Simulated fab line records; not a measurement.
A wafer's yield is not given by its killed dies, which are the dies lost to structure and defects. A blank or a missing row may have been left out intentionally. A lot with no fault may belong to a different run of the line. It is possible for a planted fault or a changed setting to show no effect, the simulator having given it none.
Chamber matching -- flow n5-finfet -- 4 sister chambers for N5_BEOL_M5_STRIP_64 on rie-diel-02
The step strips in CF4. 14 wafers are shown with their chamber, then 7 later ones without.

WAFERS WITH THEIR CHAMBER
wafer,chamber,showerhead-plenum-p-Torr (Torr),oes-product-au (a.u.),throttle-valve-pct (%)
L074.4,0,1.77,0.71,13.70
L074.5,2,1.77,0.95,13.42
L074.6,3,1.84,0.69,13.67
L075.1,1,1.75,0.98,13.30
L075.3,2,1.77,0.93,13.45
L075.6,3,1.84,0.69,13.68
L085.2,1,1.75,0.92,13.33
L085.4,2,1.77,0.90,13.48
L085.5,1,1.75,0.92,13.32
L090.3,1,1.75,0.90,13.34
L090.4,0,1.76,0.69,13.76
L090.6,0,1.76,0.69,13.74
L092.1,3,1.83,0.67,13.75
L092.2,1,1.75,0.88,13.37

SIGNATURES (means of the wafers above)
reading,chamber 0,chamber 1,chamber 2,chamber 3,scatter within a chamber
showerhead-plenum-p-Torr,1.7633,1.7500,1.7700,1.8367,0.00365
oes-product-au,0.6967,0.9200,0.9267,0.6833,0.0272
throttle-valve-pct,13.7333,13.3320,13.4500,13.7000,0.0319
Rule: a wafer's distance from a chamber is the root of the sum, over the readings, of the square of ((its reading less the chamber's mean) divided by the reading's scatter). The wafer belongs to the nearest chamber; if the next one is less than 2 further off, it can't be placed. The scatter is the square root of a quotient: the sum, over the shown wafers, of each reading's squared deviation from its chamber's mean, divided by wafers minus chambers.

WAFERS WITH NO CHAMBER GIVEN
wafer,showerhead-plenum-p-Torr (Torr),oes-product-au (a.u.),throttle-valve-pct (%)
L092.3,1.76,0.87,13.52
L097.2,1.76,0.86,13.53
L097.3,1.83,0.66,13.76
L097.6,1.76,0.86,13.52
L094.1,1.74,0.87,13.37
L094.4,1.74,0.87,13.38
L094.6,1.83,0.66,13.76

CHAMBER TAKEN BY EACH
wafer,from the rows above,in truth
L092.3,2,2
L097.2,2,2
L097.3,3,3
L097.6,2,2
L094.1,1,1
L094.4,1,1
L094.6,3,3
Correct placement for 7 of the 7. Number that these rows cannot place: 0. Wrongly placed: 0.
